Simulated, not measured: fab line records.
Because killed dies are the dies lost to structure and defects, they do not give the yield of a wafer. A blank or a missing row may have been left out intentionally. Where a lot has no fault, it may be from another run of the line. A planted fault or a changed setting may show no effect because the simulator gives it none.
Split-lot study :: flow n5-finfet :: route with 1938 steps; 7 lots, 21 wafers read

## SPLIT DETAILS
At N5_BEOL_M7_DEP_56 (deposits SiCN from 3MS/NH3, target thk 10 nm, time 17.5 s), the setting time-s was moved away from the recipe's 17.5 s on 6 of the 21 wafers read, by -5.4% to +14.9%. This setting was run at the recipe's value on the other wafers.

The split's own step is where the reading is taken.

## THE READING
SiCN_of_BEOL_M7_DEP_56.thk-nm (the simulator's own value, which no gauge read), in nm, at N5_BEOL_M7_DEP_56 (deposits SiCN from 3MS/NH3, target thk 10 nm, time 17.5 s). No usual value for it is given in the file. Across the 15 wafers here that went through the recipe, the average is 10.0 nm and the standard deviation 0.21 nm.

wafer: L074.2
tool, chamber at the split: pecvd-03, 2,0,0
time-s as run, s: 17.5
against the recipe: recipe
SiCN_of_BEOL_M7_DEP_56.thk-nm, nm: 9.8
against lot-mates on the recipe: -

wafer: L074.3
tool, chamber at the split: pecvd-03, 2,0,0
time-s as run, s: 17.5
against the recipe: recipe
SiCN_of_BEOL_M7_DEP_56.thk-nm, nm: 9.8
against lot-mates on the recipe: -

wafer: L074.6
tool, chamber at the split: pecvd-03, 2,0,0
time-s as run, s: 17.5
against the recipe: recipe
SiCN_of_BEOL_M7_DEP_56.thk-nm, nm: 9.8
against lot-mates on the recipe: -

wafer: L076.1
tool, chamber at the split: pecvd-01, 0,0,2
time-s as run, s: 17.5
against the recipe: recipe
SiCN_of_BEOL_M7_DEP_56.thk-nm, nm: 10
against lot-mates on the recipe: -

wafer: L076.4
tool, chamber at the split: pecvd-01, 0,0,2
time-s as run, s: 17.5
against the recipe: recipe
SiCN_of_BEOL_M7_DEP_56.thk-nm, nm: 10
against lot-mates on the recipe: -

wafer: L076.6
tool, chamber at the split: pecvd-01, 0,0,2
time-s as run, s: 17.5
against the recipe: recipe
SiCN_of_BEOL_M7_DEP_56.thk-nm, nm: 10
against lot-mates on the recipe: -

wafer: L077.1
tool, chamber at the split: pecvd-01, 0
time-s as run, s: 16.63
against the recipe: -5.0%
SiCN_of_BEOL_M7_DEP_56.thk-nm, nm: 9.4
against lot-mates on the recipe: -0.6

wafer: L077.4
tool, chamber at the split: pecvd-01, 2
time-s as run, s: 17.5
against the recipe: recipe
SiCN_of_BEOL_M7_DEP_56.thk-nm, nm: 10.2
against lot-mates on the recipe: -

wafer: L077.5
tool, chamber at the split: pecvd-01, 1
time-s as run, s: 17.5
against the recipe: recipe
SiCN_of_BEOL_M7_DEP_56.thk-nm, nm: 9.8
against lot-mates on the recipe: -

wafer: L081.1
tool, chamber at the split: pecvd-02, 0
time-s as run, s: 17.5
against the recipe: recipe
SiCN_of_BEOL_M7_DEP_56.thk-nm, nm: 10
against lot-mates on the recipe: -

wafer: L081.3
tool, chamber at the split: pecvd-02, 1
time-s as run, s: 17.5
against the recipe: recipe
SiCN_of_BEOL_M7_DEP_56.thk-nm, nm: 10.2
against lot-mates on the recipe: -

wafer: L081.5
tool, chamber at the split: pecvd-02, 1
time-s as run, s: 16.55
against the recipe: -5.4%
SiCN_of_BEOL_M7_DEP_56.thk-nm, nm: 9.6
against lot-mates on the recipe: -0.5

wafer: L082.2
tool, chamber at the split: pecvd-02, 1
time-s as run, s: 17.5
against the recipe: recipe
SiCN_of_BEOL_M7_DEP_56.thk-nm, nm: 10.2
against lot-mates on the recipe: -

wafer: L082.4
tool, chamber at the split: pecvd-02, 0,1
time-s as run, s: 17.5
against the recipe: recipe
SiCN_of_BEOL_M7_DEP_56.thk-nm, nm: 10.4
against lot-mates on the recipe: -

wafer: L082.5
tool, chamber at the split: pecvd-02, 0,1
time-s as run, s: 17.5
against the recipe: recipe
SiCN_of_BEOL_M7_DEP_56.thk-nm, nm: 10.4
against lot-mates on the recipe: -

wafer: L089.1
tool, chamber at the split: pecvd-02, 1
time-s as run, s: 17.5
against the recipe: recipe
SiCN_of_BEOL_M7_DEP_56.thk-nm, nm: 9.8
against lot-mates on the recipe: -

wafer: L089.2
tool, chamber at the split: pecvd-02, 2
time-s as run, s: 20.06
against the recipe: +14.6%
SiCN_of_BEOL_M7_DEP_56.thk-nm, nm: 11.4
against lot-mates on the recipe: +1.4

wafer: L089.3
tool, chamber at the split: pecvd-02, 2
time-s as run, s: 17.5
against the recipe: recipe
SiCN_of_BEOL_M7_DEP_56.thk-nm, nm: 10.2
against lot-mates on the recipe: -

wafer: L090.2
tool, chamber at the split: pecvd-02, 1
time-s as run, s: 20.11
against the recipe: +14.9%
SiCN_of_BEOL_M7_DEP_56.thk-nm, nm: 11.2
against lot-mates on the recipe: no lot-mate on the recipe

wafer: L090.3
tool, chamber at the split: pecvd-02, 0
time-s as run, s: 20.11
against the recipe: +14.9%
SiCN_of_BEOL_M7_DEP_56.thk-nm, nm: 11.4
against lot-mates on the recipe: no lot-mate on the recipe

wafer: L090.5
tool, chamber at the split: pecvd-02, 0
time-s as run, s: 20.11
against the recipe: +14.9%
SiCN_of_BEOL_M7_DEP_56.thk-nm, nm: 11.6
against lot-mates on the recipe: no lot-mate on the recipe
Rows listing several chambers each stand for several wafers; the file does not say which wafer went through which chamber.

THE FIT
A straight line over all 21 wafers: SiCN_of_BEOL_M7_DEP_56.thk-nm changes by +0.0927 nm for each +1% of time-s; r = +0.95; the points scatter about the line by 0.2 nm.
The same after taking each lot's own level away (the mean of its wafers on the recipe; 18 wafers): +0.0977 nm for each +1%; r = +0.96; scatter 0.12 nm.
Per that fit: largest time-s move, reading shift of 1.5 nm.
Across the lots, their own levels run from 9.80 to 10.33 nm, a range of 2.6 times the standard deviation given above.
The two slopes are in agreement: the lot-to-lot level therefore moves the slope only a little.
Check: +1.54 nm against its lot-mates is what the line predicts for one of the wafers moved furthest among these (+14.6%) when that wafer is left out of the fit. Against them it came out at +1.4 nm.

## OTHER SPLITS ON THESE WAFERS
Other splits were also applied to these wafers ahead of the reading. Each is held against what the fit with the lots' levels taken away leaves over:
other split on the same wafers: N5_BEOL_M6_EXPOSE_25 dose-mj
wafers away from the commonest value: 6
r with SiCN_of_BEOL_M7_DEP_56.thk-nm (lot level and that fit taken away): -0.51

other split on the same wafers: N5_BEOL_M6_ETCH_66 bias-w
wafers away from the commonest value: 6
r with SiCN_of_BEOL_M7_DEP_56.thk-nm (lot level and that fit taken away): +0.26

## THE FILE'S OWN FIT
SiCN_of_BEOL_M7_DEP_56.thk-nm changes by +0.0976 nm for each +1% of time-s, r = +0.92.
